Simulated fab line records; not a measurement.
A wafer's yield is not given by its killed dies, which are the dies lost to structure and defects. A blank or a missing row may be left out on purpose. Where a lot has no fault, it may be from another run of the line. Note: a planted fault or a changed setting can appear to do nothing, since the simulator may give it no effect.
Matching of chambers    flow n5Finfet    N5_BEOL_M11_ETCH_62 on rieDiel-01: 4 sister chambers
The step etches SOC in N2/H2, target depth 110 nm, overetch 22 nm, time 165 s. 14 wafers are shown with their chamber, then 7 later ones without.

WAFERS WITH THEIR CHAMBER
wafer   chamber  showerheadPlenumPTorr (Torr)  throttleValvePct (%)  rfVppV (V)
L082.2  2        2.42                          17.70                 520.9
L082.3  1        2.63                          17.37                 525.5
L082.6  0        2.68                          17.90                 526.5
L081.1  0        2.68                          17.91                 526.7
L081.5  2        2.42                          17.71                 519.5
L081.6  3        2.62                          17.89                 526.5
L084.1  1        2.63                          17.39                 525.8
L084.3  2        2.42                          17.70                 519.5
L084.4  0        2.67                          17.90                 526.6
L090.1  0        2.67                          17.93                 525.7
L090.2  3        2.61                          17.93                 526.4
L090.5  1        2.62                          17.42                 526.1
L091.2  2        2.42                          17.74                 520.7
L091.3  0        2.67                          17.93                 526.4

SIGNATURES (means of the wafers above)
reading                chamber 0  chamber 1  chamber 2  chamber 3  scatter within a chamber
showerheadPlenumPTorr  2.6740     2.6267     2.4200     2.6150     0.00486
throttleValvePct       17.9140    17.3933    17.7125    17.9100    0.0202
rfVppV                 526.380    525.800    520.150    526.450    0.502
Rule: for a wafer and a chamber, the distance is found by dividing, reading by reading, the gap between the wafer's reading and the chamber's mean by the reading's scatter, squaring, summing and taking the root. The wafer belongs to the nearest chamber; if the next one is less than 2 further off, it can't be placed. The scatter is the square root of a quotient: the sum, over the shown wafers, of each reading's squared deviation from its chamber's mean, divided by wafers minus chambers.

WAFERS WITH NO CHAMBER GIVEN
wafer   showerheadPlenumPTorr (Torr)  throttleValvePct (%)  rfVppV (V)
L091.6  2.62                          17.43                 526.5
L092.2  2.42                          17.76                 520.6
L092.3  2.62                          17.42                 527.3
L092.4  2.67                          17.93                 528.3
L097.1  2.61                          17.48                 524.8
L097.3  2.62                          17.45                 525.7
L097.5  2.66                          17.94                 527.7

THE CHAMBER EACH PASSED THROUGH
wafer    from the rows above   in truth
L091.6   1                     1
L092.2   2                     2
L092.3   1                     1
L092.4   0                     0
L097.1   1                     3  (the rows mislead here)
L097.3   1                     1
L097.5   0                     0
6 of 7 placed correctly. Not placeable from these rows: 0. Number placed wrongly: 1.
